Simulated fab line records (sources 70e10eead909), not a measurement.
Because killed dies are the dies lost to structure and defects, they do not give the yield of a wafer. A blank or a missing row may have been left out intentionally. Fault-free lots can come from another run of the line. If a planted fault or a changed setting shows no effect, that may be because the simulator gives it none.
A struck lot beside a sound one + flow nand-harc + 14 steps out of a route of 1302
Sound: the wafers L713.2, L713.4, L713.5. Struck: wafer L701.2. (L701.1, L701.5 of the same lot were not struck and are left out.) The cause comes at the end.
Each step with rows lists, per side, the tool, then ch with its chambers, then its first start. Under that, the readings that differ: sound wafers + struck wafers + difference of the means + sigmas: that difference in standard deviations of wafers without a fault.
alike: same words and numbers on both sides, and readings whose means sit less than 2 such deviations apart. not compared: any withheld reading, any reading some wafer has no value for, any bound like >300 that may hide the same value, and any number with overlapping values for which the record gives no deviation.
Wherever a step has rows on one side only, a row that says differs or no value, or a row with sigmas, the two part there. Numbers that don't overlap but have no deviation are shown without sigmas and don't part them. A reading missing from all wafers of one side parts the sides only when that side holds two or more wafers.

first, 2 steps without rows for these wafers: NHARC_A_ONON_D1_ANNEAL_15 (time 3600 s); NHARC_A_ONON_D1_DEP_16 (target thk 1000 nm).
NHARC_A_ONON_D1_THK_MEAS_18: measures by ellipsometry.
  sound on film-metro-01 at day 14 18:30; struck on film-metro-02 at day 9 21:04
  alike: thk-nm
then NHARC_A_ONON_D1_DEP_19 (target thk 1000 nm), 1 step lacking rows for these wafers.
NHARC_A_ONON_D1_THK_MEAS_21: measures by ellipsometry.
  sound on film-metro-02 at day 14 19:04; struck on film-metro-02 at day 9 21:38
  alike: thk-nm
then NHARC_A_ONON_D1_DEP_22 (target thk 1000 nm), 1 step lacking rows for these wafers.
NHARC_A_ONON_D1_THK_MEAS_24: measures by ellipsometry.
  sound on film-metro-02 at day 14 19:38; struck on film-metro-01 at day 9 22:12
  alike: thk-nm
then NHARC_A_ONON_D1_DEP_25 (target thk 1000 nm), 1 step lacking rows for these wafers.
NHARC_A_ONON_D1_THK_MEAS_27: measures by ellipsometry.
  sound on film-metro-01 at day 14 20:12; struck on film-metro-01 at day 9 22:46
  alike: thk-nm
then NHARC_A_ONON_D1_DEP_28 (target thk 1000 nm), 1 step lacking rows for these wafers.
NHARC_A_ONON_D1_THK_MEAS_30: measures by ellipsometry.
  sound on film-metro-02 at day 14 20:46; struck on film-metro-02 at day 9 23:20
  alike: thk-nm
NHARC_A_ONON_D1_DEP_33: deposits SiO2, target thk 200 nm.
  sound on pecvd-03 ch 0,1,2, day 14 20:54; struck on pecvd-02 ch 1, day 9 23:23
| reading              | sound             | struck | difference | sigmas      |
|----------------------|-------------------|--------|------------|-------------|
| rf-fwd-power-W (W)   | 899.5 904.2 898.9 | 1255.2 | +354.3     | +99 or more |
| showerhead-vpp-V (V) | 1847 1849 1746    | 2121   | +307       | +3          |
  alike: heater-power-w, throttle-valve-pct
NHARC_A_ONON_D1_THK_MEAS_34: measures by ellipsometry.
  sound on film-metro-02 at day 14 21:14; struck on film-metro-01 at day 9 23:48
| reading     | sound       | struck | difference | sigmas |
|-------------|-------------|--------|------------|--------|
| thk-nm (nm) | 197 197 198 | 213    | +16        | +4     |
-- the record jumps here: 16 days lie between the struck wafers' starts before and after (it left off in module A_ONON_D1 and takes up again in module END, whose first step shown is number 1302 of the route) --
NHARC_END_SORT_01:
  sound on prober-01 ch 0, day 30 18:03; struck on prober-02 ch 0, day 25 20:17
  alike: killed-at-array, killed-at-other, killed-at-periphery, killed-dies, killed-open, killed-short

## WHERE THEY PART
Earliest at NHARC_A_ONON_D1_DEP_33; latest, in this record, at NHARC_A_ONON_D1_THK_MEAS_34. Later steps at which nothing parts them and some readings are alike: NHARC_END_SORT_01.

WHY: what the simulator had put in
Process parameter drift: pecvd-02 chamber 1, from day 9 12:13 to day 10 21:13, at NHARC_A_ONON_D1_DEP_33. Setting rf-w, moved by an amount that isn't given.
